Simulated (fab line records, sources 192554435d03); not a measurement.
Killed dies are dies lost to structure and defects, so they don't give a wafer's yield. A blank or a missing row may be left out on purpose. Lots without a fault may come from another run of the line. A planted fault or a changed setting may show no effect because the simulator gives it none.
Which tool did it? | flow n5_finfet | 14 lots, 42 wafers sampled, at 4 steps of a route of 1938

WHAT THE GAUGES READ, wafer by wafer
The record holds no reading of a measuring or inspecting step that can be judged against a usual standard deviation.

WHICH TOOL RAN EACH LOT (tool, then ch and the chambers of the sampled wafers, then the start)
lot  | N5_BEOL_M11_PRE_CLEAN_45     | N5_BEOL_M11_SPUTTER_48       | N5_BEOL_M12_PEB_08                | N5_BEOL_M12_ETCH_59
L184 | pvd_sputter-01, day 12 09:13 | pvd_sputter-01, day 12 09:56 | litho_track-01 ch 0, day 12 11:28 | rie_diel-01 ch 1,3, day 12 13:05
L183 | pvd_sputter-02, day 12 14:13 | pvd_sputter-01, day 12 14:43 | litho_track-02 ch 0, day 12 16:03 | rie_diel-01 ch 1,2,3, day 12 16:37
L186 | pvd_sputter-01, day 13 02:04 | pvd_sputter-01, day 13 02:48 | litho_track-02 ch 0, day 13 04:16 | rie_diel-03 ch 0,1,2, day 13 04:56
L189 | pvd_sputter-03, day 13 14:56 | pvd_sputter-03, day 13 15:34 | litho_track-02 ch 0, day 13 17:22 | rie_diel-03 ch 1,3, day 13 17:37
L187 | pvd_sputter-01, day 13 15:01 | pvd_sputter-01, day 13 15:43 | litho_track-02 ch 0, day 13 17:46 | rie_diel-03 ch 0,1,2, day 13 18:00
L188 | pvd_sputter-01, day 13 15:19 | pvd_sputter-03, day 13 16:10 | litho_track-04, day 13 18:50      | rie_diel-01 ch 0,1,3, day 13 19:38
L193 | pvd_sputter-03, day 14 03:49 | pvd_sputter-03, day 14 04:24 | litho_track-02, day 14 05:51      | rie_diel-05 ch 1,2,3, day 14 06:07
L197 | pvd_sputter-01, day 15 06:49 | pvd_sputter-03, day 15 07:36 | litho_track-02 ch 0, day 15 09:11 | rie_diel-05 ch 0,1,3, day 15 09:25
L198 | pvd_sputter-03, day 16 02:13 | pvd_sputter-02, day 16 02:59 | litho_track-01 ch 0, day 16 04:18 | rie_diel-01 ch 1,3, day 16 04:32
L200 | pvd_sputter-03, day 16 22:34 | pvd_sputter-01, day 16 23:20 | litho_track-04 ch 0, day 17 00:50 | rie_diel-05 ch 0,1, day 17 01:04
L199 | pvd_sputter-03, day 16 22:56 | pvd_sputter-03, day 16 23:32 | litho_track-01 ch 0, day 17 00:59 | rie_diel-01 ch 2,3, day 17 01:13
L203 | pvd_sputter-02, day 17 04:57 | pvd_sputter-01, day 17 05:37 | litho_track-02 ch 0, day 17 07:20 | rie_diel-03 ch 1,2,3, day 17 07:52
L202 | pvd_sputter-01, day 17 05:15 | pvd_sputter-01, day 17 05:58 | litho_track-02 ch 0, day 17 07:37 | rie_diel-05 ch 0,1, day 17 07:54
L204 | pvd_sputter-01, day 17 05:51 | pvd_sputter-01, day 17 06:27 | litho_track-01 ch 0, day 17 08:17 | rie_diel-05 ch 0,1,2, day 17 08:31
- N5_BEOL_M11_PRE_CLEAN_45: time 30 s.
- N5_BEOL_M11_SPUTTER_48: material Cu, target thk 12 nm, time 2 s.
- N5_BEOL_M12_PEB_08: peb time 90 s.
- N5_BEOL_M12_ETCH_59: etches BARC in N2/H2, target depth 89 nm, overetch 26.7 nm, time 67.9 s.

WHAT THE TOOLS THEMSELVES READ (means of the sampled wafers that have a number; where no wafer has one, the mark that the record gives instead)
N5_BEOL_M11_PRE_CLEAN_45. Usual: heater_power_w 318 W, standard deviation 37.
lot  | tool           | heater_power_w (W) | flag
L184 | pvd_sputter-01 | 349                |
L183 | pvd_sputter-02 | 304                |
L186 | pvd_sputter-01 | 333                |
L189 | pvd_sputter-03 | 296                |
L187 | pvd_sputter-01 | 305                |
L188 | pvd_sputter-01 | 308                |
L193 | pvd_sputter-03 | 309                |
L197 | pvd_sputter-01 | 319                |
L198 | pvd_sputter-03 | 325                |
L200 | pvd_sputter-03 | 314                |
L199 | pvd_sputter-03 | 317                |
L203 | pvd_sputter-02 | 326                |
L202 | pvd_sputter-01 | 348                |
L204 | pvd_sputter-01 | 318                |

N5_BEOL_M11_SPUTTER_48. Usual: throttle_valve_pct 30.1 %, standard deviation 1.5.
lot  | tool           | throttle_valve_pct (%) | flag
L184 | pvd_sputter-01 | 30.6                   |
L183 | pvd_sputter-01 | 30.2                   |
L186 | pvd_sputter-01 | 31.5                   |
L189 | pvd_sputter-03 | 28.7                   |
L187 | pvd_sputter-01 | 31.0                   |
L188 | pvd_sputter-03 | 29.6                   |
L193 | pvd_sputter-03 | 29.6                   |
L197 | pvd_sputter-03 | 29.6                   |
L198 | pvd_sputter-02 | 29.1                   |
L200 | pvd_sputter-01 | 31.1                   |
L199 | pvd_sputter-03 | 29.1                   |
L203 | pvd_sputter-01 | 30.3                   |
L202 | pvd_sputter-01 | 30.7                   |
L204 | pvd_sputter-01 | 31.2                   |

N5_BEOL_M12_PEB_08. Usual: chill_plate_temp_C 22.98 C, standard deviation 0.1; exhaust_pa 44.9 Pa, standard deviation 0.85.
lot  | tool           | chill_plate_temp_C (C) | exhaust_pa (Pa) | flag
L184 | litho_track-01 | 23.02                  | 44.5            |
L183 | litho_track-02 | 23.03                  | 45.1            |
L186 | litho_track-02 | 23.01                  | 44.7            |
L189 | litho_track-02 | 22.95                  | 45.1            |
L187 | litho_track-02 | 22.97                  | 45.3            |
L188 | litho_track-04 | -                      | -               | OFF
L193 | litho_track-02 | -                      | -               | OFF
L197 | litho_track-02 | 23.04                  | 46.2            |
L198 | litho_track-01 | 23.04                  | 44.8            |
L200 | litho_track-04 | 22.99                  | 45.2            |
L199 | litho_track-01 | 22.90                  | 44.9            |
L203 | litho_track-02 | 22.91                  | 44.2            |
L202 | litho_track-02 | 23.02                  | 45.3            |
L204 | litho_track-01 | 22.95                  | 45.5            |

N5_BEOL_M12_ETCH_59. Usual: drypump_motor_current_A 5.7 A, standard deviation 0.38; oes_product_au 0.69 a.u., standard deviation 0.052; rf_vpp_V 524 V, standard deviation 3.6; showerhead_plenum_p_Torr 2.56 Torr, standard deviation 0.12; throttle_valve_pct 17.90 %, standard deviation 0.25.
lot  | tool        | drypump_motor_current_A (A) | oes_product_au (a.u.) | rf_vpp_V (V) | showerhead_plenum_p_Torr (Torr) | throttle_valve_pct (%) | flag
L184 | rie_diel-01 | 6.3                         | 0.71                  | 526          | 2.61                            | 17.96                  |
L183 | rie_diel-01 | 5.8                         | 0.72                  | 524          | 2.54                            | 17.77                  |
L186 | rie_diel-03 | 5.6                         | 0.75                  | 528          | 2.71                            | 17.83                  |
L189 | rie_diel-03 | 6.1                         | 0.62                  | 525          | 2.56                            | 17.79                  |
L187 | rie_diel-03 | 5.6                         | 0.74                  | 528          | 2.71                            | 17.85                  |
L188 | rie_diel-01 | 6.0                         | 0.71                  | 523          | 2.54                            | 17.95                  |
L193 | rie_diel-05 | 5.5                         | 0.71                  | 525          | 2.58                            | 17.82                  |
L197 | rie_diel-05 | 5.6                         | 0.69                  | 521          | 2.47                            | 18.04                  |
L198 | rie_diel-01 | 6.0                         | 0.68                  | 523          | 2.53                            | 18.02                  |
L200 | rie_diel-05 | 5.5                         | 0.67                  | 521          | 2.43                            | 18.08                  |
L199 | rie_diel-01 | 5.6                         | 0.68                  | 524          | 2.51                            | 17.67                  |
L203 | rie_diel-03 | 5.9                         | 0.73                  | 526          | 2.62                            | 17.76                  |
L202 | rie_diel-05 | 5.5                         | 0.64                  | 518          | 2.38                            | 18.25                  |
L204 | rie_diel-05 | 5.6                         | 0.66                  | 523          | 2.48                            | 18.05                  |

THE ANSWER, worked out from the rows above alone
Rule: a lot is off if the mean of its wafers that have a number lies more than 3 standard deviations from the usual mean. A lot without any number at a reading at which 4 lots or more have one is off too. The other lots that the step has rows for count as sound. The gauges are gone through in route order, then the tools' own readings, and for those a lot's mean is taken as printed above. The first step at which some lot is off is used, and at that step the reading that is off furthest; a lot without a number counts as furthest.
Off: L188, L193, at N5_BEOL_M12_PEB_08 (chill_plate_temp_C). Without a number there: L188, L193.
A tool fits if, at that step or a process step before it, it ran every lot that is off, and no sound lot after the first of them. None of those tried fits.

WHAT THE SIMULATOR HAD PUT IN
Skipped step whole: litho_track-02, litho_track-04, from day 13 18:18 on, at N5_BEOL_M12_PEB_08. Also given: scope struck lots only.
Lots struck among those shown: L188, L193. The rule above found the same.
